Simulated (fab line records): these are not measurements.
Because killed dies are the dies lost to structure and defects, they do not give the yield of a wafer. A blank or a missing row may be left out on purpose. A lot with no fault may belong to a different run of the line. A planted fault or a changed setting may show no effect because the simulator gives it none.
fab line records    flow n5-finfet
record lots=7  wafers=20  last-day=17
route steps=1938 shown BEOL_M15@1808
lots untouched by any fault: they come from a run of this same line in which no faults occurred
start-h: start of the lot's first displayed wafer, in hours after the record's first day    wait-h: hours since the lot's step before    " identical to the entry in the row above    L1.1+2: a row that stands for several wafers    - either no value or no given start    * or withheld: withheld    < > ~ a bound
route shown NAME@n: NAME is a module with steps in the file, n the number in the route of the first one    usual: mean/standard deviation of fault-free wafers    same: alike in all rows    chamber/n: place in a boat    sites: per-site readings    _std_site: the standard deviation of these    _edge_site: outer sites' mean less inner sites'    radius-mm: for every site, how far away it sits from the centre of the wafer    mask NAME#n: copy n    behind: tool/chamber where the wafer was last shaped    hold: why the lot went on hold/how many hours it stayed there/how the hold came to an end    device: which transistor (n, p or np) failed to switch    end of line: tests run on the same wafers once the route is complete    a step with no rows: only its recipe    killed: dies that structure and defects cost at the first sort, which is not the same as the wafer's yield    map: dies across one wafer; x = killed, . = not, _ = none there
set.NAME: the setting as run; set.NAME@STEP: as run at that earlier step    model.NAME: the simulator's own value behind a step, which no gauge read
a table for each step, a row for each wafer; lots at some steps of the route
services: a tool's chamber out of use, with start hour (start-h, from the record's first day; less than 0 if before it), hours out, and reason
## steps
# step N5_BEOL_M15_ETCH_61
# recipe chemistry=N2/H2  target=BARC  target-depth-a=890  overetch-a=267  time-s=67.9  ion-energy-ev=200  pressure-mtorr=30  source-w=840  bias-w=150  n2-flow-sccm=200  h2-flow-sccm=200
# usual bias-w=150.0/0.47  drypump-motor-current-A=5.8/0.48  oes-product-au=0.67/0.057  rf-vpp-V=524.2/2.7  showerhead-plenum-p-Torr=2.56/0.092  throttle-valve-pct=17.96/0.26
lot.wafer  tool         chamber  start-h  wait-h  bias-w  drypump-motor-current-A  oes-product-au  rf-hours-counter-h  rf-vpp-V  showerhead-plenum-p-Torr  throttle-valve-pct
L271.1     rie-diel-06  2        269.42   0.0     150.6   6.6                      0.64            177                 523.9     2.52                      17.88
L271.2     "            0        "        "       150.3   5.8                      0.70            67                  525.1     2.58                      17.67
L271.4     "            3        "        "       150.1   6.5                      0.69            104                 521.1     2.46                      17.88
L279.2     rie-diel-06  0        319.00   0.0     150.6   5.7                      0.69            79                  523.2     2.58                      17.67
L279.4     "            1        "        "       150.4   5.5                      0.61            219                 519.3     2.41                      18.01
L279.6     "            2        "        "       149.9   6.5                      0.64            -                   524.2     2.52                      17.90
L280.2     rie-diel-05  0        319.37   0.0     150.1   5.7                      0.74            44                  520.6     2.49                      17.59
L280.4     "            1        "        "       150.2   5.9                      0.61            223                 526.2     2.62                      18.23
L280.6     "            1        "        "       150.0   5.9                      0.61            -                   526.4     2.62                      18.24
L281.1     rie-diel-06  2        322.22   0.0     149.7   6.5                      0.64            187                 523.4     2.52                      17.89
L281.3     "            1        "        "       149.6   5.5                      0.61            220                 520.8     2.41                      18.00
L281.6     "            2        "        "       149.4   6.5                      0.64            -                   522.5     2.52                      17.92
L284.2     rie-diel-02  3        341.35   0.0     149.9   6.6                      0.72            64                  523.9     2.57                      17.55
L284.6     "            3        "        "       149.4   6.6                      0.72            -                   524.5     2.57                      17.55
L286.4     rie-diel-05  2        359.77   0.0     150.4   5.4                      0.60            235                 522.0     2.51                      18.39
L286.5     "            2        "        "       149.6   5.4                      0.60            -                   523.6     2.51                      18.38
L286.6     "            3        "        "       150.3   5.7                      0.74            -                   528.2     2.69                      17.85
L290.1     rie-diel-05  2        374.57   0.0     148.8   5.4                      0.59            238                 524.2     2.51                      18.38
L290.4     "            3        "        "       149.8   5.7                      0.73            50                  527.3     2.69                      17.87
L290.6     "            2        "        "       149.8   5.4                      0.60            -                   521.4     2.51                      18.40
# step N5_BEOL_M15_TRENCH_ETCH_34
# recipe chemistry=C4F8/O2/Ar  target=SiO2  target-depth-a=8729.3  he-inner-torr=15  he-outer-torr=30  time-s=199  ion-energy-ev=800  pressure-mtorr=20  source-w=1905  bias-w=2040  Ar_flow_sccm=400  C4F8_flow_sccm=16  O2_flow_sccm=12
# usual bias-w=2040/6.4  drypump-motor-current-A=5.8/0.48  oes-product-au=0.78/0.073  rf-vpp-V=2214/12  showerhead-plenum-p-Torr=3.45/0.12  throttle-valve-pct=30.95/0.25
lot.wafer  tool         chamber  start-h  wait-h  bias-w  drypump-motor-current-A  oes-product-au  rf-hours-counter-h  rf-vpp-V  showerhead-plenum-p-Torr  throttle-valve-pct
L271.1     rie-diel-06  2        269.48   0.0     2038    6.5                      0.75            177                 2228      3.43                      31.03
L271.2     "            0        "        "       2034    5.7                      0.83            67                  2216      3.48                      30.58
L271.4     "            3        "        "       2040    6.6                      0.80            104                 2193      3.33                      30.86
L279.2     rie-diel-06  0        319.05   0.0     2033    5.8                      0.81            79                  2217      3.47                      30.61
L279.4     "            1        "        "       2036    5.5                      0.71            219                 2212      3.28                      30.99
L279.6     "            2        "        "       2039    6.5                      0.75            -                   2227      3.43                      31.07
L280.2     rie-diel-05  0        319.42   0.0     2041    5.7                      0.88            44                  2223      3.36                      30.54
L280.4     "            1        "        "       2039    5.9                      0.71            223                 2202      3.54                      31.23
L280.6     "            1        "        "       2039    5.8                      0.71            -                   2204      3.54                      31.21
L281.1     rie-diel-06  2        322.27   0.0     2042    6.5                      0.74            187                 2225      3.43                      31.06
L281.3     "            1        "        "       2037    5.5                      0.70            220                 2211      3.28                      31.00
L281.6     "            2        "        "       2039    6.5                      0.74            -                   2228      3.43                      31.07
L284.2     rie-diel-02  3        341.40   0.0     2030    6.6                      0.85            64                  2224      3.48                      30.62
L284.6     "            3        "        "       2034    6.6                      0.84            -                   2224      3.48                      30.62
L286.4     rie-diel-05  2        359.83   0.0     2033    5.4                      0.69            235                 2231      3.39                      31.30
L286.5     "            2        "        "       2034    5.4                      0.70            -                   2230      3.39                      31.31
L286.6     "            3        "        "       2044    5.8                      0.87            -                   2226      3.63                      30.92
L290.1     rie-diel-05  2        374.62   0.0     2035    5.4                      0.70            238                 2230      3.39                      31.30
L290.4     "            3        "        "       2040    5.7                      0.86            50                  2226      3.63                      30.91
L290.6     "            2        "        "       2039    5.4                      0.70            -                   2229      3.39                      31.32
# step N5_BEOL_M15_STRIP_36
# recipe chemistry=O2  power-w=600  temp-c=60  pressure-mtorr=30  rf-frequency-hz=6e+07  bias-power-w=0  overash-fraction=0.3  o2-flow-sccm=225
# step N5_BEOL_M15_STRIP_62
# recipe chemistry=O2  power-w=600  temp-c=60  pressure-mtorr=30  rf-frequency-hz=6e+07  bias-power-w=0  overash-fraction=0.3  o2-flow-sccm=225
# usual drypump-motor-current-A=5.7/0.49  oes-product-au=0.78/0.07  rf-vpp-V=3.6/0.47  showerhead-plenum-p-Torr=2.10/0.076  throttle-valve-pct=16.71/0.22
# same overash-fraction=0.3
lot.wafer  tool         chamber  start-h  wait-h  drypump-motor-current-A  oes-product-au  rf-hours-counter-h  rf-vpp-V  showerhead-plenum-p-Torr  throttle-valve-pct
L271.1     rie-diel-05  0        -        -       5.6                      0.91            27                  3.4       2.06                      16.30
L271.2     "            2        "        "       5.4                      0.71            206                 3.0       2.07                      17.05
L271.4     "            3        "        "       5.8                      0.92            20                  3.5       2.24                      16.52
L279.2     rie-diel-06  0        -        -       5.7                      0.81            79                  4.5       2.11                      16.35
L279.4     "            1        "        "       5.5                      0.71            219                 4.6       1.98                      16.68
L279.6     "            2        "        "       6.5                      0.74            -                   4.3       2.08                      16.84
L280.2     rie-diel-05  2        -        -       5.4                      0.69            224                 3.4       2.07                      17.08
L280.4     "            3        "        "       5.7                      0.87            33                  3.5       2.23                      16.57
L280.6     "            3        "        "       5.7                      0.89            -                   4.3       2.23                      16.57
L281.1     rie-diel-02  1        -        -       5.5                      0.70            209                 3.6       2.17                      16.85
L281.3     "            3        "        "       6.6                      0.85            58                  4.1       2.14                      16.49
L281.6     "            1        "        "       5.6                      0.72            -                   3.2       2.17                      16.85
L284.2     rie-diel-02  2        -        -       5.0                      0.77            128                 3.1       2.02                      16.65
L284.6     "            1        "        "       5.5                      0.71            -                   3.6       2.16                      16.85
L286.4     rie-diel-06  1        -        -       5.5                      0.70            236                 4.7       1.97                      16.73
L286.5     "            2        "        "       6.5                      0.72            -                   3.5       2.08                      16.85
L286.6     "            1        "        "       5.6                      0.69            -                   3.3       1.97                      16.71
L290.1     rie-diel-05  3        -        -       5.7                      0.86            51                  3.2       2.22                      16.57
L290.4     "            1        "        "       5.9                      0.70            242                 3.3       2.16                      16.96
L290.6     "            1        "        "       5.8                      0.69            -                   3.3       2.16                      16.96
# step N5_BEOL_M15_STRIP_37
# recipe chemistry=O2  power-w=600  temp-c=60  pressure-mtorr=30  rf-frequency-hz=6e+07  bias-power-w=0  overash-fraction=0.3  o2-flow-sccm=225
# step N5_BEOL_M15_ETCH_38
# recipe chemistry=CF4/N2  target=SiCN  target-depth-a=1064  taper-deg=2  time-s=120.5  ion-energy-ev=150  mask-material=SiO2  pressure-mtorr=40  source-w=430  bias-w=70  Ar_flow_sccm=100  cf4-flow-sccm=60  n2-flow-sccm=60
# step N5_BEOL_M15_PRECLEAN_39
# recipe chemistry=residue-remover  time-s=60  temp-c=40
# step N5_BEOL_M15_SRD_40
# recipe time-s=30  temp-c=23  rinse-liquid=diw  dry=n2-spin  spin-rpm=1500  dry-time-s=30
# step N5_BEOL_M15_DEGAS_41
# recipe ambient=vacuum  temp-c=300  time-s=60
# usual heater-power-w=455/35  susceptor-temp-C=299.96/0.19
lot.wafer  tool            chamber  start-h  wait-h  heater-power-w  susceptor-temp-C
L271.1     pvd-sputter-02  -        270.59   0.2     481             299.90
L271.2     "               -        "        "       467             300.23
L271.4     "               -        "        "       481             299.76
L279.2     pvd-sputter-03  -        321.34   1.7     446             299.96
L279.4     "               -        "        "       441             299.96
L279.6     "               -        "        "       471             300.04
L280.2     pvd-sputter-03  -        322.02   0.2     452             299.82
L280.4     "               -        "        "       477             299.60
L280.6     "               -        "        "       447             299.88
L281.1     pvd-sputter-03  -        326.92   0.6     492             300.01
L281.3     "               -        "        "       449             299.86
L281.6     "               -        "        "       439             300.07
L284.2     pvd-sputter-03  -        345.35   0.2     395             299.91
L284.6     "               -        "        "       471             299.80
L286.4     pvd-sputter-02  -        361.98   0.1     485             300.02
L286.5     "               -        "        "       471             300.03
L286.6     "               -        "        "       455             300.07
L290.1     pvd-sputter-01  -        382.73   0.6     493             300.06
L290.4     "               -        "        "       443             299.55
L290.6     "               -        "        "       374             299.86
# step N5_BEOL_M15_PRE_CLEAN_42
# recipe gas=H2/He  time-s=30  temp-c=300
# step N5_BEOL_M15_SPUTTER_43
# recipe material=TaN  target-thk-a=150  temp-c=50  bias-v=168.6  power-w=15000  chamber-pressure-pa=0.12  time-s=24.19
# step N5_BEOL_M15_SPUTTER_44
# recipe material=Ta  target-thk-a=150  temp-c=50  bias-v=80  power-w=15000  chamber-pressure-pa=0.07  time-s=24.19
# usual chamber-pressure-pa=0.07001/0.00015  substrate-temp-c=50.00/0.11  susceptor-temp-C=50.01/0.098  throttle-valve-pct=29.7/1.1
lot.wafer  tool            chamber  start-h  wait-h  chamber-pressure-pa  substrate-temp-c  susceptor-temp-C  throttle-valve-pct  model.Ta_of_BEOL_M15_SPUTTER_44.thk-nm
L271.1     pvd-sputter-02  -        270.75   0.0     0.07001              49.84             50.16             29.8                14.8
L271.2     "               -        "        "       0.06991              50.05             49.95             30.5                15
L271.4     "               -        "        "       0.07                 50.02             49.96             28.2                14.8
L279.2     pvd-sputter-03  -        321.50   0.0     0.06998              50.03             50.07             28.9                15.2
L279.4     "               -        "        "       0.06991              50.02             49.89             29.2                15.4
L279.6     "               -        "        "       0.06996              50.10             50.00             31.5                15.2
L280.2     pvd-sputter-03  -        322.18   0.0     0.06987              50.11             49.99             29.1                15.2
L280.4     "               -        "        "       0.06993              50.07             50.01             28.2                15
L280.6     "               -        "        "       0.07027              49.92             49.87             29.1                24.8
L281.1     pvd-sputter-03  -        327.08   0.0     0.06992              50.04             49.93             28.4                14.8
L281.3     "               -        "        "       0.07002              49.93             50.05             29.3                15
L281.6     "               -        "        "       0.0702               50.09             50.17             29.0                24.6
L284.2     pvd-sputter-03  -        345.51   0.0     0.07006              49.97             49.92             29.9                15.2
L284.6     "               -        "        "       0.06964              49.99             50.07             27.8                24.8
L286.4     pvd-sputter-02  -        362.14   0.0     0.06974              50.12             49.94             30.2                15.2
L286.5     "               -        "        "       0.06993              50.00             49.99             30.4                15.4
L286.6     "               -        "        "       0.06979              50.04             50.08             28.9                15
L290.1     pvd-sputter-01  -        382.89   0.0     0.07016              49.97             49.99             30.9                15
L290.4     "               -        "        "       0.06991              49.94             49.90             31.0                15
L290.6     "               -        "        "       0.07                 50.02             50.02             30.0                15.2
# step N5_BEOL_M15_SPUTTER_45
# recipe material=Cu  target-thk-a=1000  temp-c=-20  bias-v=60  power-w=26000  chamber-pressure-pa=0.13  time-s=16.67
# usual chamber-pressure-pa=0.12999/0.00026  substrate-temp-c=-20.01/0.1  susceptor-temp-C=-19.98/0.11  throttle-valve-pct=29.7/1.1
lot.wafer  tool            chamber  start-h  wait-h  chamber-pressure-pa  substrate-temp-c  susceptor-temp-C  throttle-valve-pct
L271.1     pvd-sputter-02  -        270.83   0.0     0.12996              -19.91            -19.87            30.1
L271.2     "               -        "        "       0.12946              -20.02            -20.07            30.3
L271.4     "               -        "        "       0.13048              -19.91            -20.19            28.4
L279.2     pvd-sputter-03  -        321.58   0.0     0.12947              -19.99            -20.02            29.1
L279.4     "               -        "        "       0.12982              -19.90            -20.09            29.3
L279.6     "               -        "        "       0.12983              -19.91            -20.01            31.5
L280.2     pvd-sputter-03  -        322.26   0.0     0.12994              -20.15            -20.09            29.3
L280.4     "               -        "        "       0.13035              -19.94            -19.86            28.0
L280.6     "               -        "        "       0.12981              -19.85            -19.98            29.1
L281.1     pvd-sputter-03  -        327.16   0.0     0.12983              -20.01            -20.06            28.0
L281.3     "               -        "        "       0.12998              -19.95            -20.08            28.9
L281.6     "               -        "        "       0.12988              -20.10            -20.03            29.1
L284.2     pvd-sputter-03  -        345.59   0.0     0.12991              -20.07            -20.03            30.1
L284.6     "               -        "        "       0.13043              -19.91            -19.91            28.1
L286.4     pvd-sputter-02  -        362.22   0.0     0.12997              -19.98            -20.04            30.3
L286.5     "               -        "        "       0.13009              -19.93            -20.02            30.6
L286.6     "               -        "        "       0.12981              -20.21            -19.89            29.1
L290.1     pvd-sputter-01  -        382.97   0.0     0.12994              -19.98            -20.08            31.0
L290.4     "               -        "        "       0.12941              -19.90            -19.97            31.0
L290.6     "               -        "        "       0.13035              -19.74            -20.19            30.2
# step N5_BEOL_M15_ECD_47
# recipe material=Cu  target-thk-a=18600
# step N5_BEOL_M15_ANNEAL_48
# recipe temp-c=225  time-s=90  ambient=N2
# step N5_BEOL_M15_CMP_49
# recipe stop-on=SiO2  t-overpolish-s=4.9  down-force-psi=2  platen-rpm=80  clearing-platen-down-force-psi=2  clearing-platen-rpm=80  post-cmp-clean=cu-alkaline  target-thk-nm=850  clearing-platen-pad-velocity-m-s=1.5917  pad-velocity-m-s=1.5917
# usual barrier-field-endpoint-s=11.32/0.28  edge-zone-pressure-frac=1.000/0.0046  motor-current-A=8.3/0.81
lot.wafer  tool    chamber  start-h  wait-h  barrier-field-endpoint-s  edge-zone-pressure-frac  motor-current-A
L271.1     cmp-01  2        271.49   0.3     11.45                     1.004                    9.9
L271.4     "       0        "        "       11.43                     1.002                    9.0
L271.2     "       1        "        "       11.39                     0.997                    9.4
L279.4     cmp-03  1        322.50   0.1     10.83                     1.005                    6.9
L279.2     "       2        "        "       11.00                     0.998                    7.5
L279.6     "       2        "        "       10.97                     0.994                    7.5
L280.2     cmp-01  2        323.06   0.2     11.63                     1.001                    8.9
L280.4     "       0        "        "       11.60                     0.994                    8.7
L280.6     "       3        "        "       15.09                     1.000                    8.3
L281.3     cmp-01  2        327.85   0.2     11.68                     1.001                    9.8
L281.1     "       3        "        "       11.49                     1.003                    8.4
L281.6     "       1        "        "       15.38                     1.005                    9.3
L284.2     cmp-04  0        346.60   0.3     11.63                     1.003                    6.9
L284.6     "       2        "        "       15.29                     1.003                    7.3
L286.4     cmp-03  0        363.15   0.1     11.55                     1.001                    8.1
L286.6     "       0        "        "       11.52                     1.000                    8.4
L286.5     "       1        "        "       11.32                     0.989                    7.0
L290.1     cmp-01  0        383.78   0.3     11.32                     0.995                    8.5
L290.4     "       1        "        "       11.20                     1.001                    9.0
L290.6     "       3        "        "       11.15                     0.999                    8.6
# step N5_BEOL_M15_THK_MEAS_50
# recipe thk-meas-gauge=xrf  reads=Cu_of_BEOL_M15_ECD_47
# usual M15_THK=868/14
lot.wafer  tool           chamber  start-h  wait-h  M15_THK[nm]
L271.1     film-metro-01  -        271.78   -       851
L271.2     "              -        "        "       875
L271.4     "              -        "        "       861
L279.2     film-metro-01  -        322.79   -       889
L279.4     "              -        "        "       864
L279.6     "              -        "        "       882
L280.2     film-metro-01  -        323.36   -       888
L280.4     "              -        "        "       858
L280.6     "              -        "        "       838
L281.1     film-metro-02  -        328.11   -       876
L281.3     "              -        "        "       867
L281.6     "              -        "        "       869
L284.2     film-metro-02  -        346.82   -       881
L284.6     "              -        "        "       864
L286.4     film-metro-02  -        363.45   -       857
L286.5     "              -        "        "       864
L286.6     "              -        "        "       869
L290.1     film-metro-01  -        384.03   -       874
L290.4     "              -        "        "       873
L290.6     "              -        "        "       868
## services
tool            chamber  start-h  hours  kind
cmp-04          -        253.81   6.2    pm
cmp-01          -        263.13   2.2    repair
cmp-03          -        263.69   4.0    pm
cmp-01          -        266.86   4.0    pm
cmp-03          -        267.69   -      consumable-replace:conditioner
cmp-03          -        267.69   -      consumable-replace:pad
cmp-03          -        269.16   8.9    pm
cmp-01          -        270.86   -      consumable-replace:conditioner
cmp-01          -        270.86   -      consumable-replace:pad
rie-diel-06     2        297.63   7.9    repair
rie-diel-05     3        298.23   8.0    repair
rie-diel-06     -        302.99   14.6   pm
rie-diel-02     0        316.48   3.8    repair
rie-diel-06     0        329.38   30.4   repair
rie-diel-02     0        333.06   3.4    repair
rie-diel-06     2        337.79   6.0    repair
pvd-sputter-03  -        340.21   4.5    repair
rie-diel-02     2        359.03   13.7   repair
rie-diel-05     2        368.61   5.7    repair
cmp-03          -        369.36   3.7    pm
cmp-03          -        373.37   1.0    repair
cmp-01          -        374.74   0.5    repair
rie-diel-06     0        383.07   8.4    repair
## key
first-sign step=N5_BEOL_M15_CMP_49  reading=barrier-field-endpoint-s  direction=up  sigmas=14  usual=11.32  struck=15.26
effect none on later readings
model-effect step=N5_BEOL_M15_SPUTTER_44  value=Ta_of_BEOL_M15_SPUTTER_44.thk-nm  without=15.13  struck=24.73
met-at N5_BEOL_M15_SPUTTER_44
struck-wafers L280.6,L281.6,L284.6
onset-between 321.50 322.18
fault kind=process-parameter-drift  tool=pvd-sputter-03  chamber=-  onset-h=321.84  steps=N5_BEOL_M15_SPUTTER_44  channel=time-s  offset=*  shape=step  end-h=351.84  scope=struck-wafers-only  acts-in=*  stated=*
